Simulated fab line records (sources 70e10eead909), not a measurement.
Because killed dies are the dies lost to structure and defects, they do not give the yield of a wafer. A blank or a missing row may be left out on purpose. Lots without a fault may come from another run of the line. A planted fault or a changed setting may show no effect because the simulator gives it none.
fab line records -- flow nand_harc
record: lots: 6, wafers: 18, last_day: 32
route steps=1302 shown A_ONON_D1@434
lots that met no fault: from a run of the same line without faults
start_h: hours from the record's first day to the start of the lot's first wafer shown -- wait_h: how many hours have passed since the lot's step before this one -- " same as the row above -- L1.1+2: a single row standing in for several wafers -- - no value, or no start was given -- * or withheld: withheld -- < > ~ a bound
route shown NAME@n: NAME is a module with steps in the file, n the number in the route of the first one -- usual: mean/standard deviation of fault-free wafers -- same: alike in all rows -- chamber/n: place in a boat -- sites: readings site by site -- _std_site: how widely they spread, as a standard deviation -- _edge_site: mean of outer sites minus mean of inner sites -- radius_mm: for every site, how far away it sits from the centre of the wafer -- mask NAME#n: copy n -- behind: the tool/chamber that last shaped the wafer -- hold: reason for holding the lot/hours on hold/outcome of the hold -- device: transistor that didn't switch, given as n, p or np -- end of line: the same wafers' tests at the end of the route -- a step with no rows: only its recipe -- killed: dies lost to structure and defects at the first sort, not the wafer's yield -- map: a wafer's dies, x killed, . not, _ none there
set.NAME: setting as actually run; set.NAME@STEP: the setting as run at that earlier step -- model.NAME: the simulator's own value behind a step, which no gauge read
certain route steps with their lots: each step a table, each wafer a row
services: from which hour (start_h, from the record's first day; less than 0 if before it) a tool's chamber was out of use, for how many hours, and why
== steps ==
step: NHARC_A_ONON_D1_ANNEAL_15
recipe: temp_c: 750, time_s: 3600
step: NHARC_A_ONON_D1_DEP_16
recipe: target_thk_a: 10000, n2_flow_sccm: 2750, n2o_flow_sccm: 2000, nh3_flow_sccm: 500, sih4_flow_sccm: 210, temp_c: 400
step: NHARC_A_ONON_D1_THK_MEAS_18
recipe: thk_meas_gauge: ellipsometry
usual: thk_nm: 999/7.5
lot.wafer,tool,chamber,start_h,wait_h,thk_nm
L223.1,film_metro-01,-,177.87,-,997
L223.3,film_metro-01,-,177.87,-,998
L223.4,film_metro-01,-,177.87,-,997
L226.1,film_metro-01,-,206.69,-,1000
L226.2,film_metro-01,-,206.69,-,1000
L226.5,film_metro-01,-,206.69,-,1001
L233.1,film_metro-01,-,283.15,-,1015
L233.2,film_metro-01,-,283.15,-,1014
L233.4,film_metro-01,-,283.15,-,1014
L234.2,film_metro-01,-,290.44,-,992
L234.3,film_metro-01,-,290.44,-,994
L234.5,film_metro-01,-,290.44,-,994
L242.2,film_metro-02,-,372.64,-,1008
L242.5,film_metro-02,-,372.64,-,1006
L242.6,film_metro-02,-,372.64,-,1008
L245.2,film_metro-02,-,399.70,-,996
L245.5,film_metro-02,-,399.70,-,996
L245.6,film_metro-02,-,399.70,-,997
step: NHARC_A_ONON_D1_DEP_19
recipe: target_thk_a: 10000, n2_flow_sccm: 2750, n2o_flow_sccm: 2000, nh3_flow_sccm: 500, sih4_flow_sccm: 210, temp_c: 400
step: NHARC_A_ONON_D1_THK_MEAS_21
recipe: thk_meas_gauge: ellipsometry
usual: thk_nm: 997/9.6
lot.wafer,tool,chamber,start_h,wait_h,thk_nm
L223.1,film_metro-01,-,178.43,-,998
L223.3,film_metro-01,-,178.43,-,999
L223.4,film_metro-01,-,178.43,-,997
L226.1,film_metro-01,-,207.26,-,1005
L226.2,film_metro-01,-,207.26,-,1005
L226.5,film_metro-01,-,207.26,-,1005
L233.1,film_metro-02,-,283.72,-,981
L233.2,film_metro-02,-,283.72,-,981
L233.4,film_metro-02,-,283.72,-,980
L234.2,film_metro-01,-,291.01,-,997
L234.3,film_metro-01,-,291.01,-,994
L234.5,film_metro-01,-,291.01,-,997
L242.2,film_metro-02,-,373.20,-,1000
L242.5,film_metro-02,-,373.20,-,1000
L242.6,film_metro-02,-,373.20,-,999
L245.2,film_metro-01,-,400.26,-,998
L245.5,film_metro-01,-,400.26,-,999
L245.6,film_metro-01,-,400.26,-,999
step: NHARC_A_ONON_D1_DEP_22
recipe: target_thk_a: 10000, n2_flow_sccm: 2750, n2o_flow_sccm: 2000, nh3_flow_sccm: 500, sih4_flow_sccm: 210, temp_c: 400
step: NHARC_A_ONON_D1_THK_MEAS_24
recipe: thk_meas_gauge: ellipsometry
usual: thk_nm: 994/8.7
lot.wafer,tool,chamber,start_h,wait_h,thk_nm
L223.1,film_metro-02,-,179.03,-,991
L223.3,film_metro-02,-,179.03,-,990
L223.4,film_metro-02,-,179.03,-,987
L226.1,film_metro-01,-,207.82,-,1004
L226.2,film_metro-01,-,207.82,-,1002
L226.5,film_metro-01,-,207.82,-,1002
L233.1,film_metro-01,-,284.31,-,1001
L233.2,film_metro-01,-,284.31,-,1000
L233.4,film_metro-01,-,284.31,-,1001
L234.2,film_metro-02,-,291.58,-,985
L234.3,film_metro-02,-,291.58,-,985
L234.5,film_metro-02,-,291.58,-,986
L242.2,film_metro-02,-,373.84,-,1001
L242.5,film_metro-02,-,373.84,-,1001
L242.6,film_metro-02,-,373.84,-,1003
L245.2,film_metro-01,-,400.82,-,993
L245.5,film_metro-01,-,400.82,-,993
L245.6,film_metro-01,-,400.82,-,994
step: NHARC_A_ONON_D1_DEP_25
recipe: target_thk_a: 10000, n2_flow_sccm: 2750, n2o_flow_sccm: 2000, nh3_flow_sccm: 500, sih4_flow_sccm: 210, temp_c: 400
step: NHARC_A_ONON_D1_THK_MEAS_27
recipe: thk_meas_gauge: ellipsometry
usual: thk_nm: 1002/13
lot.wafer,tool,chamber,start_h,wait_h,thk_nm
L223.1,film_metro-01,-,179.59,-,1005
L223.3,film_metro-01,-,179.59,-,1008
L223.4,film_metro-01,-,179.59,-,1005
L226.1,film_metro-01,-,208.39,-,1015
L226.2,film_metro-01,-,208.39,-,1016
L226.5,film_metro-01,-,208.39,-,1015
L233.1,film_metro-02,-,284.87,-,992
L233.2,film_metro-02,-,284.87,-,990
L233.4,film_metro-02,-,284.87,-,989
L234.2,film_metro-01,-,292.14,-,1010
L234.3,film_metro-01,-,292.14,-,1010
L234.5,film_metro-01,-,292.14,-,1010
L242.2,film_metro-01,-,374.40,-,988
L242.5,film_metro-01,-,374.40,-,988
L242.6,film_metro-01,-,374.40,-,988
L245.2,film_metro-02,-,401.39,-,1003
L245.5,film_metro-02,-,401.39,-,1003
L245.6,film_metro-02,-,401.39,-,1004
step: NHARC_A_ONON_D1_DEP_28
recipe: target_thk_a: 10000, n2_flow_sccm: 2750, n2o_flow_sccm: 2000, nh3_flow_sccm: 500, sih4_flow_sccm: 210, temp_c: 400
step: NHARC_A_ONON_D1_THK_MEAS_30
recipe: thk_meas_gauge: ellipsometry
usual: thk_nm: 1000/8.6
lot.wafer,tool,chamber,start_h,wait_h,thk_nm
L223.1,film_metro-01,-,180.17,-,989
L223.3,film_metro-01,-,180.17,-,989
L223.4,film_metro-01,-,180.17,-,987
L226.1,film_metro-01,-,208.95,-,990
L226.2,film_metro-01,-,208.95,-,990
L226.5,film_metro-01,-,208.95,-,989
L233.1,film_metro-02,-,285.45,-,993
L233.2,film_metro-02,-,285.45,-,990
L233.4,film_metro-02,-,285.45,-,992
L234.2,film_metro-01,-,292.71,-,1009
L234.3,film_metro-01,-,292.71,-,1011
L234.5,film_metro-01,-,292.71,-,1011
L242.2,film_metro-01,-,374.97,-,1000
L242.5,film_metro-01,-,374.97,-,1002
L242.6,film_metro-01,-,374.97,-,1001
L245.2,film_metro-01,-,401.95,-,991
L245.5,film_metro-01,-,401.95,-,990
L245.6,film_metro-01,-,401.95,-,992
step: NHARC_A_ONON_D1_DEP_33
recipe: target_thk_a: 2000, temp_c: 400, pressure_torr: 6.5, rf_w: 900, teos_flow_sccm: 161.4, flow_sccm: 2650, target_thk_nm: 200, gas: O2, material: SiO2
usual: heater_power_w: 549/110, mfc_precursor_sccm: 161.4/0.49, rf_fwd_power_W: 898.0/3, throttle_valve_pct: 15.7/0.4
lot.wafer,tool,chamber,start_h,wait_h,heater_power_w,mfc_precursor_sccm,rf_fwd_power_W,since_wet_clean_h,throttle_valve_pct
L223.3,pecvd-03,0,180.27,0.1,360,161.4,896.8,163,16.5
L223.1,pecvd-03,1,180.27,0.1,456,161.6,898.2,163,15.6
L223.4,pecvd-03,0,180.27,0.1,373,162.0,896.4,-,16.2
L226.1,pecvd-04,1,209.06,0.1,489,160.7,895.2,108,15.7
L226.2,pecvd-04,2,209.06,0.1,719,161.2,901.3,108,15.2
L226.5,pecvd-04,1,209.06,0.1,518,161.5,898.7,-,15.7
L233.2,pecvd-03,2,285.55,0.1,570,162.1,895.0,87,15.1
L233.1,pecvd-03,0,285.55,0.1,387,149.2,898.7,87,15.7
L233.4,pecvd-03,0,285.55,0.1,384,148.7,900.2,-,15.8
L234.3,pecvd-03,1,292.81,0.1,522,161.6,892.9,94,15.5
L234.2,pecvd-03,2,292.81,0.1,663,161.9,899.1,94,15.2
L234.5,pecvd-03,0,292.81,0.1,371,149.2,898.3,-,16.1
L242.2,pecvd-02,2,375.03,0.1,452,161.6,896.2,135,15.7
L242.6,pecvd-02,2,375.03,0.1,483,161.6,900.4,-,15.6
L242.5,pecvd-02,0,375.03,0.1,509,160.8,897.4,-,15.3
L245.2,pecvd-02,0,402.05,0.1,535,161.2,906.2,162,15.5
L245.5,pecvd-02,2,402.05,0.1,431,161.7,896.6,-,15.7
L245.6,pecvd-02,0,402.05,0.1,524,161.3,903.7,-,15.4
step: NHARC_A_ONON_D1_THK_MEAS_34
recipe: thk_meas_gauge: ellipsometry
usual: thk_nm: 198.8/3
lot.wafer,tool,chamber,start_h,wait_h,thk_nm
L223.1,film_metro-02,-,180.64,-,194.5
L223.3,film_metro-02,-,180.64,-,197.1
L223.4,film_metro-02,-,180.64,-,196.2
L226.1,film_metro-02,-,209.43,-,197.9
L226.2,film_metro-02,-,209.43,-,198.2
L226.5,film_metro-02,-,209.43,-,202.6
L233.1,film_metro-01,-,285.92,-,180.2
L233.2,film_metro-01,-,285.92,-,201.8
L233.4,film_metro-01,-,285.92,-,184.8
L234.2,film_metro-02,-,293.18,-,199.4
L234.3,film_metro-02,-,293.18,-,198.2
L234.5,film_metro-02,-,293.18,-,183.7
L242.2,film_metro-01,-,375.57,0.5,197.0
L242.5,film_metro-01,-,375.57,0.5,197.8
L242.6,film_metro-01,-,375.57,0.5,197.3
L245.2,film_metro-02,-,402.42,-,192.9
L245.5,film_metro-02,-,402.42,-,199.2
L245.6,film_metro-02,-,402.42,-,200.0
== services ==
tool,chamber,start_h,hours,kind
pecvd-03,-,185.67,13.0,pm
pecvd-03,0,185.67,13.0,vent_cycle
pecvd-03,1,185.67,13.0,vent_cycle
pecvd-03,2,185.67,13.0,vent_cycle
pecvd-03,0,198.67,-,clean
pecvd-03,1,198.67,-,clean
pecvd-03,2,198.67,-,clean
pecvd-03,-,200.93,1.3,repair
pecvd-02,-,227.07,13.0,pm
pecvd-02,0,227.07,13.0,vent_cycle
pecvd-02,1,227.07,13.0,vent_cycle
pecvd-02,2,227.07,13.0,vent_cycle
pecvd-02,0,240.07,-,clean
pecvd-02,1,240.07,-,clean
pecvd-02,-,243.81,1.7,repair
pecvd-04,-,269.12,13.0,pm
pecvd-03,-,366.93,13.0,pm
pecvd-03,0,366.93,13.0,vent_cycle
pecvd-03,1,366.93,13.0,vent_cycle
pecvd-03,2,366.93,13.0,vent_cycle
pecvd-02,1,373.11,2.2,repair
pecvd-03,0,379.93,-,clean
pecvd-03,1,379.93,-,clean
pecvd-03,2,379.93,-,clean
== key ==
first_sign: step: NHARC_A_ONON_D1_DEP_33, reading: mfc_precursor_sccm, direction: down, sigmas: 25, usual: 161.4, struck: 149.0
effect: step: NHARC_A_ONON_D1_THK_MEAS_34, reading: thk_nm, direction: down, sigmas: 5.4, usual: 198.8, struck: 182.9
met_at NHARC_A_ONON_D1_DEP_33
struck_wafers L233.1,L233.4,L234.5
tester_left_out L233,L234
onset_between 180.27 285.55
fault: kind: process_parameter_drift, tool: pecvd-03, chamber: 0, onset_h: 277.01, steps: NHARC_A_ONON_D1_DEP_33, channel: teos_flow_sccm, offset: *, shape: step, end_h: 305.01, acts_in: *, stated: *
tester_left_out: of these lots the tester's yield and bins aren't shown, on N5 and GAA mostly nor the transistor test; their killed dies are dies lost to structure and defects alone, not to doping, threshold or leakage, so they don't give the yield
